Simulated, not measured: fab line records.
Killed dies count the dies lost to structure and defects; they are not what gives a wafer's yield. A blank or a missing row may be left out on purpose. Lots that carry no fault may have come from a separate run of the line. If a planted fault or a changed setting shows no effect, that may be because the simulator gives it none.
Which tool was responsible? + flow n5Finfet + 72 wafers from 24 lots sampled at 5 of the route's 1938 steps

## WHAT THE GAUGES READ, wafer by wafer
N5_BEOL_M2_CD_MEAS_18: pitch 36 nm, target cd 18 nm. Usual: 17.9 nm for cdNm, sd 0.4.
| lot  | measured     | on       | cdNm (nm)      | flag |
|------|--------------|----------|----------------|------|
| L074 | day 7 02:24  | cdSem-02 | 18.1 17.9 17.6 |      |
| L075 | day 7 04:37  | cdSem-03 | 18.9 18.1 17.7 |      |
| L076 | day 7 07:36  | cdSem-01 | 17.3 17.5 17.4 |      |
| L077 | day 7 11:13  | cdSem-01 | 18.0 18.2 17.8 |      |
| L078 | day 7 12:16  | cdSem-02 | 17.4 17.9 17.6 |      |
| L079 | day 8 04:17  | cdSem-01 | 17.9 17.6 17.3 |      |
| L080 | day 8 13:41  | cdSem-02 | 17.7 17.8 17.7 |      |
| L081 | day 8 19:05  | cdSem-02 | 18.3 18.5 18.2 |      |
| L082 | day 8 23:22  | cdSem-01 | 18.0 17.8 18.6 |      |
| L083 | day 9 03:34  | cdSem-02 | 18.0 18.3 18.0 |      |
| L085 | day 9 04:01  | cdSem-02 | 18.0 17.6 18.0 |      |
| L084 | day 9 09:58  | cdSem-02 | 18.0 18.0 17.5 |      |
| L086 | day 9 15:29  | cdSem-01 | 18.3 18.0 16.9 |      |
| L088 | day 10 01:08 | cdSem-02 | 18.0 18.4 17.9 |      |
| L087 | day 10 13:23 | cdSem-03 | 17.6 17.4 17.3 |      |
| L089 | day 10 15:14 | cdSem-01 | 17.9 17.8 18.1 |      |
| L090 | day 11 02:24 | cdSem-01 | 18.1 18.4 18.3 |      |
| L091 | day 11 04:53 | cdSem-01 | 18.2 17.7 18.0 |      |
| L092 | day 11 14:11 | cdSem-03 | 17.9 18.1 17.1 |      |
| L094 | day 11 23:56 | cdSem-02 | 17.4 17.8 18.0 |      |
| L093 | day 12 00:17 | cdSem-03 | 18.0 18.3 18.1 |      |
| L096 | day 12 03:13 | cdSem-03 | 18.4 18.3 18.5 |      |
| L095 | day 12 03:15 | cdSem-01 | 18.2 17.3 18.1 |      |
| L097 | day 12 10:46 | cdSem-01 | 18.3 18.5 18.3 |      |

N5_BEOL_M2_OCD_MEAS_38. Usual: 55.7 nm for trenchDepthNm, sd 1.2.
| lot  | measured     | on     | trenchDepthNm (nm) | flag |
|------|--------------|--------|--------------------|------|
| L074 | day 7 06:37  | ocd-02 | 56.8 55.0 54.9     |      |
| L075 | day 7 06:38  | ocd-01 | 55.5 55.7 57.8     |      |
| L076 | day 7 20:31  | ocd-01 | 55.8 56.8 55.5     |      |
| L077 | day 7 20:47  | ocd-02 | 55.8 55.3 54.0     |      |
| L078 | day 7 20:53  | ocd-01 | 56.7 57.0 55.3     |      |
| L079 | day 8 08:23  | ocd-01 | 55.2 55.0 56.1     |      |
| L080 | day 8 17:24  | ocd-02 | 55.3 57.8 55.3     |      |
| L081 | day 8 22:59  | ocd-02 | 54.4 55.1 56.7     |      |
| L082 | day 9 05:37  | ocd-01 | 55.9 57.1 56.0     |      |
| L083 | day 9 08:48  | ocd-02 | 56.7 53.5 55.7     |      |
| L085 | day 9 13:53  | ocd-02 | 54.1 56.3 56.2     |      |
| L084 | day 9 19:08  | ocd-02 | 56.2 56.1 52.8     |      |
| L086 | day 10 04:36 | ocd-02 | 54.3 55.5 56.2     |      |
| L088 | day 10 04:27 | ocd-02 | 56.0 53.5 56.6     |      |
| L087 | day 10 17:25 | ocd-01 | 55.3 57.3 56.8     |      |
| L089 | day 10 22:01 | ocd-02 | 54.7 57.1 56.6     |      |
| L090 | day 11 04:02 | ocd-02 | 55.0 55.9 55.6     |      |
| L091 | day 11 09:17 | ocd-01 | 56.7 55.8 55.8     |      |
| L092 | day 11 23:11 | ocd-01 | 55.7 56.7 56.3     |      |
| L094 | day 12 01:52 | ocd-02 | 56.5 55.5 57.6     |      |
| L093 | day 12 01:53 | ocd-02 | 54.5 55.6 55.3     |      |
| L096 | day 12 05:14 | ocd-01 | 55.5 54.9 55.5     |      |
| L095 | day 12 05:26 | ocd-01 | 57.4 55.3 55.6     |      |
| L097 | day 12 17:53 | ocd-02 | 54.0 54.5 53.8     |      |

N5_BEOL_M2_CD_MEAS_35: target cd 18 nm, target cd y 22.2 nm. Usual: 17.8 nm for cdNm, sd 0.38.
| lot  | measured     | on       | cdNm (nm)      | flag |
|------|--------------|----------|----------------|------|
| L074 | day 7 06:46  | cdSem-03 | 17.5 17.7 17.5 |      |
| L075 | day 7 06:47  | cdSem-02 | 18.6 17.5 17.7 |      |
| L076 | day 7 20:40  | cdSem-02 | 17.4 17.6 17.4 |      |
| L077 | day 7 20:56  | cdSem-03 | 17.2 18.3 17.9 |      |
| L078 | day 7 21:02  | cdSem-03 | 17.1 18.0 17.3 |      |
| L079 | day 8 08:32  | cdSem-02 | 18.0 17.5 17.2 |      |
| L080 | day 8 17:34  | cdSem-02 | 17.5 18.1 17.4 |      |
| L081 | day 8 23:08  | cdSem-01 | 18.0 18.9 18.0 |      |
| L082 | day 9 05:46  | cdSem-01 | 17.9 17.4 17.3 |      |
| L083 | day 9 08:58  | cdSem-03 | 18.5 18.6 18.3 |      |
| L085 | day 9 14:02  | cdSem-01 | 18.2 17.9 17.7 |      |
| L084 | day 9 19:17  | cdSem-02 | 17.6 18.2 18.3 |      |
| L086 | day 10 04:45 | cdSem-01 | 18.2 18.0 17.4 |      |
| L088 | day 10 04:37 | cdSem-01 | 17.6 18.7 17.8 |      |
| L087 | day 10 17:35 | cdSem-03 | 18.0 17.7 17.1 |      |
| L089 | day 10 22:10 | cdSem-03 | 17.6 18.0 18.1 |      |
| L090 | day 11 04:11 | cdSem-02 | 18.0 18.1 18.0 |      |
| L091 | day 11 09:26 | cdSem-01 | 17.6 18.2 17.7 |      |
| L092 | day 11 23:20 | cdSem-03 | 17.8 17.8 17.2 |      |
| L094 | day 12 02:01 | cdSem-02 | 18.1 17.6 17.8 |      |
| L093 | day 12 02:03 | cdSem-03 | 18.0 18.0 18.0 |      |
| L096 | day 12 05:24 | cdSem-03 | 18.0 18.4 18.0 |      |
| L095 | day 12 05:35 | cdSem-02 | 17.9 17.8 17.8 |      |
| L097 | day 12 18:03 | cdSem-02 | 18.3 18.1 18.1 |      |

## WHICH TOOL RAN EACH LOT (tool, then ch and the chambers of the sampled wafers, then the start)
| lot  | N5_BEOL_M2_STRIP_19               | N5_BEOL_M2_VIA_ETCH_34            |
|------|-----------------------------------|-----------------------------------|
| L074 | rieDiel-06 ch 1,2, day 7 02:20    | rieDiel-05 ch 0,1, day 7 06:22    |
| L075 | rieDiel-04 ch 0,1,2, day 7 04:33  | rieDiel-06 ch 0,1,3, day 7 06:23  |
| L076 | rieDiel-04 ch 1,2,3, day 7 07:32  | rieDiel-05 ch 0,1, day 7 20:16    |
| L077 | rieDiel-05 ch 0,2,3, day 7 11:09  | rieDiel-04 ch 0,1, day 7 20:32    |
| L078 | rieDiel-04 ch 1,2, day 7 12:12    | rieDiel-05 ch 0,1,2, day 7 20:38  |
| L079 | rieDiel-06 ch 0,1,3, day 8 04:13  | rieDiel-06 ch 0,2,3, day 8 08:08  |
| L080 | rieDiel-04 ch 1,2,3, day 8 13:36  | rieDiel-06 ch 0,1,2, day 8 17:08  |
| L081 | rieDiel-05 ch 0,3, day 8 19:01    | rieDiel-05 ch 0,1,3, day 8 22:44  |
| L082 | rieDiel-05 ch 0,3, day 8 23:17    | rieDiel-05 ch 1,2, day 9 05:21    |
| L083 | rieDiel-04 ch 0,2,3, day 9 03:29  | rieDiel-04 ch 1,2,3, day 9 08:33  |
| L085 | rieDiel-04 ch 0,1,3, day 9 03:57  | rieDiel-05 ch 0,1,2, day 9 13:38  |
| L084 | rieDiel-05 ch 0,1,2, day 9 09:53  | rieDiel-04 ch 0,1,2, day 9 18:53  |
| L086 | rieDiel-04 ch 1,2,3, day 9 15:25  | rieDiel-06 ch 0,2,3, day 10 04:20 |
| L088 | rieDiel-06 ch 0,3, day 10 01:04   | rieDiel-04 ch 1,2,3, day 10 04:12 |
| L087 | rieDiel-04 ch 0,1,2, day 10 13:19 | rieDiel-05 ch 1,3, day 10 17:10   |
| L089 | rieDiel-04 ch 0,2, day 10 15:10   | rieDiel-05 ch 0,2, day 10 21:46   |
| L090 | rieDiel-05 ch 0,1,2, day 11 02:20 | rieDiel-04 ch 0,2,3, day 11 03:47 |
| L091 | rieDiel-06 ch 0,1,3, day 11 04:49 | rieDiel-04 ch 2,3, day 11 09:01   |
| L092 | rieDiel-05 ch 1,2, day 11 14:07   | rieDiel-04 ch 0,2,3, day 11 22:56 |
| L094 | rieDiel-06 ch 0,2,3, day 11 23:52 | rieDiel-06 ch 1,2,3, day 12 01:36 |
| L093 | rieDiel-04 ch 1,3, day 12 00:13   | rieDiel-04 ch 0,2,3, day 12 01:38 |
| L096 | rieDiel-05 ch 1,2,3, day 12 03:08 | rieDiel-05 ch 1,2,3, day 12 04:59 |
| L095 | rieDiel-05 ch 0,2, day 12 03:11   | rieDiel-06 ch 1,2,3, day 12 05:11 |
| L097 | rieDiel-06 ch 1,3, day 12 10:42   | rieDiel-05 ch 0,3, day 12 17:38   |
- N5_BEOL_M2_STRIP_19: strips in O2.
- N5_BEOL_M2_VIA_ETCH_34: etches the open film in C4F6/O2, target depth 69.4 nm, time 65.9 s.

## WHAT THE TOOLS THEMSELVES READ (means of the sampled wafers that have a number; where no wafer has one, the mark that the record gives instead)
N5_BEOL_M2_STRIP_19. Usual: drypumpMotorCurrentA 5.9 A, standard deviation 0.47; oesProductAu 0.79 a.u., standard deviation 0.073; rfVppV 3.6 V, standard deviation 0.49; showerheadPlenumPTorr 2.15 Torr, standard deviation 0.065; throttleValvePct 16.6 %, standard deviation 0.3.
| lot  | tool       | drypumpMotorCurrentA (A) | oesProductAu (a.u.) | rfVppV (V) | showerheadPlenumPTorr (Torr) | throttleValvePct (%) | flag |
|------|------------|--------------------------|---------------------|------------|------------------------------|----------------------|------|
| L074 | rieDiel-06 | 6.3                      | 0.80                | 3.0        | 2.16                         | 16.5                 |      |
| L075 | rieDiel-04 | 5.7                      | 0.80                | 3.2        | 2.15                         | 16.7                 |      |
| L076 | rieDiel-04 | 6.1                      | 0.79                | 3.8        | 2.17                         | 16.5                 |      |
| L077 | rieDiel-05 | 5.8                      | 0.82                | 3.5        | 2.14                         | 16.3                 |      |
| L078 | rieDiel-04 | 6.0                      | 0.75                | 3.6        | 2.17                         | 16.6                 |      |
| L079 | rieDiel-06 | 6.0                      | 0.78                | 3.7        | 2.18                         | 16.6                 |      |
| L080 | rieDiel-04 | 6.1                      | 0.78                | 3.7        | 2.17                         | 16.6                 |      |
| L081 | rieDiel-05 | 5.9                      | 0.76                | 3.3        | 2.18                         | 16.4                 |      |
| L082 | rieDiel-05 | 6.1                      | 0.81                | 3.1        | 2.21                         | 16.4                 |      |
| L083 | rieDiel-04 | 5.9                      | 0.82                | 3.5        | 2.15                         | 16.8                 |      |
| L085 | rieDiel-04 | 5.7                      | 0.79                | 3.4        | 2.12                         | 16.7                 |      |
| L084 | rieDiel-05 | 5.8                      | 0.81                | 3.5        | 2.15                         | 16.6                 |      |
| L086 | rieDiel-04 | 6.1                      | 0.77                | 3.5        | 2.16                         | 16.6                 |      |
| L088 | rieDiel-06 | 5.5                      | 0.73                | 3.4        | 2.16                         | 16.7                 |      |
| L087 | rieDiel-04 | 5.7                      | 0.78                | 4.0        | 2.14                         | 16.8                 |      |
| L089 | rieDiel-04 | 5.4                      | 0.83                | 3.5        | 2.12                         | 17.0                 |      |
| L090 | rieDiel-05 | 5.8                      | 0.80                | 4.0        | 2.15                         | 16.7                 |      |
| L091 | rieDiel-06 | 6.0                      | 0.75                | 3.5        | 2.17                         | 16.7                 |      |
| L092 | rieDiel-05 | 5.5                      | 0.79                | 3.9        | 2.07                         | 16.6                 |      |
| L094 | rieDiel-06 | 5.7                      | 0.78                | 3.6        | 2.12                         | 16.6                 |      |
| L093 | rieDiel-04 | 6.0                      | 0.93                | 3.6        | 2.13                         | 16.2                 |      |
| L096 | rieDiel-05 | 5.7                      | 0.74                | 3.5        | 2.12                         | 16.7                 |      |
| L095 | rieDiel-05 | 5.9                      | 0.83                | 3.3        | 2.15                         | 16.4                 |      |
| L097 | rieDiel-06 | 6.0                      | 0.79                | 3.9        | 2.18                         | 16.5                 |      |

N5_BEOL_M2_VIA_ETCH_34. Usual: O2_flow_sccm 10.001 sccm, standard deviation 0.028; drypumpMotorCurrentA 5.9 A, standard deviation 0.46; oes_f_703_au 0.80 a.u., standard deviation 0.074; oes_o_777_au 0.81 a.u., standard deviation 0.075; oesProductAu 0.80 a.u., standard deviation 0.071; rfVppV 668 V, standard deviation 10; showerheadPlenumPTorr 2.90 Torr, standard deviation 0.086; throttleValvePct 30.7 %, standard deviation 0.48.
| lot  | tool       | O2_flow_sccm (sccm) | drypumpMotorCurrentA (A) | oes_f_703_au (a.u.) | oes_o_777_au (a.u.) | oesProductAu (a.u.) | rfVppV (V) | showerheadPlenumPTorr (Torr) | throttleValvePct (%) | flag |
|------|------------|---------------------|--------------------------|---------------------|---------------------|---------------------|------------|------------------------------|----------------------|------|
| L074 | rieDiel-05 | 9.983               | 6.1                      | 0.86                | 0.86                | 0.85                | 664        | 2.99                         | 30.6                 |      |
| L075 | rieDiel-06 | 10.015              | 5.9                      | 0.78                | 0.78                | 0.79                | 677        | 2.97                         | 30.8                 |      |
| L076 | rieDiel-05 | 9.989               | 5.9                      | 0.80                | 0.81                | 0.80                | 667        | 2.99                         | 31.1                 |      |
| L077 | rieDiel-04 | 9.995               | 5.5                      | 0.75                | 0.77                | 0.74                | 662        | 2.88                         | 30.8                 |      |
| L078 | rieDiel-05 | 10.027              | 5.8                      | 0.83                | 0.83                | 0.83                | 669        | 2.91                         | 30.7                 |      |
| L079 | rieDiel-06 | 10.022              | 5.7                      | 0.80                | 0.80                | 0.83                | 680        | 2.90                         | 30.8                 |      |
| L080 | rieDiel-06 | 9.998               | 6.2                      | 0.83                | 0.83                | 0.85                | 675        | 2.92                         | 30.8                 |      |
| L081 | rieDiel-05 | 10.014              | 5.9                      | 0.79                | 0.79                | 0.77                | 666        | 2.96                         | 30.5                 |      |
| L082 | rieDiel-05 | 9.992               | 5.6                      | 0.80                | 0.80                | 0.81                | 675        | 2.83                         | 30.8                 |      |
| L083 | rieDiel-04 | 9.995               | 6.1                      | 0.78                | 0.78                | 0.77                | 664        | 2.92                         | 30.5                 |      |
| L085 | rieDiel-05 | 10.020              | 5.8                      | 0.81                | 0.82                | 0.81                | 669        | 2.91                         | 30.7                 |      |
| L084 | rieDiel-04 | 10.010              | 5.7                      | 0.79                | 0.81                | 0.77                | 663        | 2.90                         | 30.8                 |      |
| L086 | rieDiel-06 | 9.979               | 5.7                      | 0.77                | 0.77                | 0.79                | 679        | 2.89                         | 30.8                 |      |
| L088 | rieDiel-04 | 9.992               | 6.1                      | 0.77                | 0.77                | 0.75                | 664        | 2.92                         | 30.5                 |      |
| L087 | rieDiel-05 | 10.008              | 5.8                      | 0.73                | 0.74                | 0.72                | 668        | 2.95                         | 31.0                 |      |
| L089 | rieDiel-05 | 9.981               | 5.7                      | 0.83                | 0.82                | 0.82                | 672        | 2.83                         | 30.3                 |      |
| L090 | rieDiel-04 | 10.029              | 5.9                      | 0.83                | 0.84                | 0.81                | 665        | 2.87                         | 30.7                 |      |
| L091 | rieDiel-04 | 10.000              | 6.3                      | 0.81                | 0.82                | 0.80                | 667        | 2.89                         | 30.4                 |      |
| L092 | rieDiel-04 | 9.990               | 5.8                      | 0.82                | 0.84                | 0.80                | 665        | 2.87                         | 30.7                 |      |
| L094 | rieDiel-06 | 10.028              | 5.8                      | 0.81                | 0.80                | 0.81                | 664        | 2.90                         | 30.7                 |      |
| L093 | rieDiel-04 | 10.035              | 5.9                      | 0.82                | 0.84                | 0.79                | 666        | 2.87                         | 30.7                 |      |
| L096 | rieDiel-05 | 9.997               | 5.7                      | 0.75                | 0.75                | 0.74                | 671        | 2.87                         | 30.7                 |      |
| L095 | rieDiel-06 | 9.984               | 5.8                      | 0.80                | 0.79                | 0.82                | 663        | 2.90                         | 30.7                 |      |
| L097 | rieDiel-05 | 9.990               | 6.1                      | 0.80                | 0.80                | 0.78                | 661        | 2.95                         | 30.1                 |      |

## THE ANSWER, worked out from the rows above alone
Rule: lot off if the mean of its wafers having a number is beyond 3 standard deviations from the usual mean. A lot without any number at a reading at which 4 lots or more have one is off too. The other lots that the step has rows for count as sound. The gauges are gone through in route order, then the tools' own readings, and for those a lot's mean is taken as printed above. At the first step where some lot is off, the reading lying furthest off is the one used; lots without a number count as furthest.
No lot is off at any reading shown: from this, nothing can be told.

## WHAT THE SIMULATOR PUT IN
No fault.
